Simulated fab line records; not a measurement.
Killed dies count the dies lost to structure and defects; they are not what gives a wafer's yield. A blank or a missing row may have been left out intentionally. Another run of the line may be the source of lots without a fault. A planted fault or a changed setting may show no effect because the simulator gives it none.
Which of the tools did it?    flow n5-finfet    30 wafers from 10 lots sampled at 6 of the route's 1938 steps

== WHAT EACH GAUGE READ, for each wafer ==
N5_BEOL_M0_SAQP_CD_MEAS_14: target cd 42.5 nm.
lot   measured      on         cd-nm (nm)
L581  day 6 22:33   cd-sem-02  42.4 42.7 42.0
L582  day 7 01:53   cd-sem-02  42.6 43.2 42.9
L584  day 7 03:27   cd-sem-02  42.5 42.4 42.5
L585  day 7 07:31   cd-sem-02  42.5 43.0 43.2
L587  day 7 19:55   cd-sem-01  38.0 38.3 37.7
L588  day 8 04:53   cd-sem-03  38.9 39.2 39.1
L589  day 8 06:17   cd-sem-02  38.0 37.7 37.7
L592  day 9 08:18   cd-sem-01  42.2 42.1 42.8
L593  day 9 13:25   cd-sem-01  42.4 42.2 41.7
L596  day 10 01:27  cd-sem-02  42.3 42.1 42.5

N5_BEOL_M4_RC_MEAS_101.
lot   measured      on         DIBL_N (mV/V)   DIBL_P (mV/V)   IOFF_N (nA/um)     IOFF_P (nA/um)  ION_N (uA/um)  ION_P (uA/um)  SS_N (mV/dec)   SS_P (mV/dec)   VT_N (mV)    VT_P (mV)
L581  day 9 12:37   prober-01  37.9 35.4 36.3  38.3 34.5 35.2  0.189 0.134 0.162  0.27 0.20 0.22  690 679 677    472 465 466    71.9 71.2 70.9  74.3 73.4 73.4  247 251 248  -244 -248 -247
L582  day 9 16:43   prober-02  37.3 38.8 37.0  36.7 38.8 36.2  0.142 0.179 0.137  0.21 0.25 0.20  666 688 660    465 468 461    71.2 72.3 71.1  72.9 73.8 72.8  252 249 255  -248 -248 -251
L584  day 9 13:09   prober-02  36.1 37.2 37.6  36.8 37.7 38.2  0.167 0.183 0.205  0.26 0.29 0.31  682 678 691    469 469 478    71.8 71.8 72.7  73.0 73.2 73.7  248 248 246  -249 -244 -241
L585  day 10 04:25  prober-02  37.0 38.3 37.5  36.4 38.8 38.3  0.145 0.186 0.174  0.19 0.23 0.21  670 682 689    464 463 468    72.6 72.5 72.1  72.2 74.0 73.4  251 250 249  -251 -250 -249
L587  day 9 21:20   prober-02  34.8 34.7 35.2  35.5 36.2 35.7  0.154 0.152 0.161  0.22 0.24 0.23  681 685 672    478 478 460    71.6 71.5 72.5  72.6 72.9 73.2  254 253 250  -247 -244 -245
L588  day 10 23:20  prober-02  35.1 32.7 35.1  36.2 34.1 37.4  0.152 0.119 0.175  0.22 0.19 0.25  666 669 691    462 465 475    72.1 70.8 71.3  72.9 73.1 73.8  254 252 247  -247 -248 -247
L589  day 11 01:40  prober-01  34.9 36.4 35.8  36.0 37.1 38.3  0.134 0.156 0.156  0.17 0.18 0.19  662 678 677    453 456 463    71.1 71.5 71.2  73.5 73.6 73.4  255 251 250  -252 -258 -252
L592  day 11 21:02  prober-02  38.4 37.6 35.3  38.4 36.6 34.5  0.191 0.158 0.130  0.24 0.20 0.18  689 674 651    473 455 448    71.1 71.8 71.3  73.7 73.1 73.1  247 251 252  -250 -252 -252
L593  day 12 12:33  prober-02  36.8 38.9 37.2  38.4 39.4 39.1  0.179 0.191 0.189  0.24 0.25 0.25  691 688 680    479 467 473    71.9 72.7 71.8  73.8 74.2 73.2  248 248 246  -248 -246 -246
L596  day 12 16:59  prober-01  35.1 32.9 35.9  34.6 32.8 35.6  0.135 0.105 0.148  0.18 0.17 0.20  672 659 676    460 455 463    70.4 70.3 70.7  73.1 71.8 73.5  252 257 249  -250 -251 -252

== WHAT TOOL EACH LOT RAN ON (gives the tool, then ch and the chambers of the sampled wafers, and finally the start) ==
lot   N5_MOL_CONTACT_COAG_STRIP_49         N5_BEOL_M0_SAQP_ILD_DEP_01      N5_BEOL_M0_SAQP_PEB_12             N5_BEOL_M0_SAQP_SPACER1_ALD_98
L581  plasma-asher-02 ch 0,1, day 6 16:02  pecvd-04 ch 1,2, day 6 20:19    litho-track-03 ch 0, day 6 22:29   ald-sin-01 ch 0,1, day 7 00:05
L582  plasma-asher-02 ch 0,1, day 6 17:32  pecvd-02 ch 0,1,2, day 6 23:20  litho-track-02 ch 0, day 7 01:49   ald-sin-03 ch 0,1,2, day 7 02:52
L584  plasma-asher-02 ch 0,1, day 6 21:31  pecvd-02 ch 0,2, day 7 02:20    litho-track-03 ch 0, day 7 03:23   ald-sin-01 ch 0,2,3, day 7 05:11
L585  plasma-asher-02 ch 0,1, day 7 00:32  pecvd-04 ch 0,1, day 7 05:20    litho-track-02 ch 0, day 7 07:26   ald-sin-03 ch 0,1,3, day 7 08:35
L587  plasma-asher-01 ch 0,1, day 7 13:29  pecvd-01 ch 0,2, day 7 17:47    litho-track-02 ch 0, day 7 19:51   ald-sin-01 ch 0,1,3, day 7 21:30
L588  plasma-asher-01 ch 0,1, day 7 19:58  pecvd-04 ch 1,2, day 8 00:18    litho-track-02 ch 0, day 8 04:49   ald-sin-01 ch 0,1,2, day 8 06:02
L589  plasma-asher-01 ch 0,1, day 8 00:20  pecvd-04 ch 1,2, day 8 04:40    litho-track-02 ch 0, day 8 06:13   ald-sin-01 ch 0,3, day 8 07:18
L592  plasma-asher-01 ch 0,1, day 9 02:47  pecvd-01 ch 0,1, day 9 07:07    litho-track-05 ch 0, day 9 08:14   ald-sin-03 ch 0,1,3, day 9 10:08
L593  plasma-asher-01 ch 0,1, day 9 04:07  pecvd-01 ch 0,1,2, day 9 10:07  litho-track-03 ch 0, day 9 13:21   ald-sin-03 ch 0,2, day 9 15:01
L596  plasma-asher-01 ch 0,1, day 9 18:46  pecvd-04 ch 0,1, day 10 00:07   litho-track-03 ch 0, day 10 01:23  ald-sin-03 ch 0,1,3, day 10 02:41
- N5_MOL_CONTACT_COAG_STRIP_49: strips in N2/H2, time 30 s.
- N5_BEOL_M0_SAQP_ILD_DEP_01: deposits SiOC from DEMS/O2, target thk 45.419 nm, time 8.7 s.
- N5_BEOL_M0_SAQP_PEB_12: peb time 60 s.
- N5_BEOL_M0_SAQP_SPACER1_ALD_98: deposits SiO2, target thk 12.8 nm, pulse time 1 s, purge time 2 s.

== AS READ BY THE TOOLS THEMSELVES (means over the sampled wafers that have a number; for cases with no such wafer, the mark the record gives instead) ==
N5_MOL_CONTACT_COAG_STRIP_49.
lot   tool             drypump-motor-current-A (A)  heater-power-w (W)
L581  plasma-asher-02  5.77                         339
L582  plasma-asher-02  5.75                         335
L584  plasma-asher-02  5.57                         322
L585  plasma-asher-02  5.55                         328
L587  plasma-asher-01  5.94                         329
L588  plasma-asher-01  5.94                         336
L589  plasma-asher-01  5.88                         340
L592  plasma-asher-01  5.96                         337
L593  plasma-asher-01  5.95                         336
L596  plasma-asher-01  5.94                         337

N5_BEOL_M0_SAQP_ILD_DEP_01.
lot   tool      heater-power-w (W)  showerhead-plenum-p-Torr (Torr)  throttle-valve-pct (%)
L581  pecvd-04  465                 5.686                            12.0
L582  pecvd-02  478                 5.698                            11.4
L584  pecvd-02  487                 5.694                            11.4
L585  pecvd-04  536                 5.695                            11.9
L587  pecvd-01  477                 5.716                            11.0
L588  pecvd-04  475                 5.692                            11.9
L589  pecvd-04  456                 5.696                            12.1
L592  pecvd-01  570                 5.708                            11.7
L593  pecvd-01  530                 5.708                            11.3
L596  pecvd-04  494                 5.692                            11.6

N5_BEOL_M0_SAQP_SPACER1_ALD_98.
lot   tool        heater-power-w (W)  precursor-pulse-height-rel
L581  ald-sin-01  507                 0.985
L582  ald-sin-03  450                 1.006
L584  ald-sin-01  504                 1.019
L585  ald-sin-03  468                 0.998
L587  ald-sin-01  514                 0.978
L588  ald-sin-01  503                 0.995
L589  ald-sin-01  513                 0.985
L592  ald-sin-03  476                 1.021
L593  ald-sin-03  463                 0.992
L596  ald-sin-03  464                 1.014

== THE ANSWER, worked out from the rows above alone ==
Rule: what is usual is taken from the lots themselves. Put in order of their means at a reading, lots are off if they are a third of the lots or fewer, leave a main group of 4 or more, and stand apart from it by a gap of 3 or more times the standard deviation of the main group's means; of several such gaps the widest counts. The tables above print the reading to a certain number of digits; a main group whose means all agree to those digits is not used. Also off: a lot with no number at a reading for which 4 or more lots have one. Where the step has rows for the other lots, those lots are counted as sound. First the gauges in route order, then the tools' own readings, where a lot's mean is used as printed above. At the first step where some lot is off, the reading lying furthest off is the one used; lots without a number count as furthest.
Off at N5_BEOL_M0_SAQP_CD_MEAS_14 (cd-nm): L587, L588, L589. The main group: mean 42.5 nm, standard deviation 0.28.
If a tool, at a process step before that reading, ran all the lots that are off and no sound lot after the first of them, it fits. Those tools and the gauges at N5_BEOL_M0_SAQP_CD_MEAS_14 are tried in the same way. One fits: litho-track-02 at N5_BEOL_M0_SAQP_PEB_12. Its last sound lot is L585 (day 7 07:26), its first lot that is off L587 (day 7 19:51): a fault that began between those two fits.

== WHAT HAD BEEN PUT IN BY THE SIMULATOR ==
Drift in process parameters on litho-track-02 at N5_BEOL_M0_SAQP_PEB_12, starting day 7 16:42. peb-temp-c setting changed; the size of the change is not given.
Shown lots that were struck: L587, L588, L589. The rule given above showed the same thing.
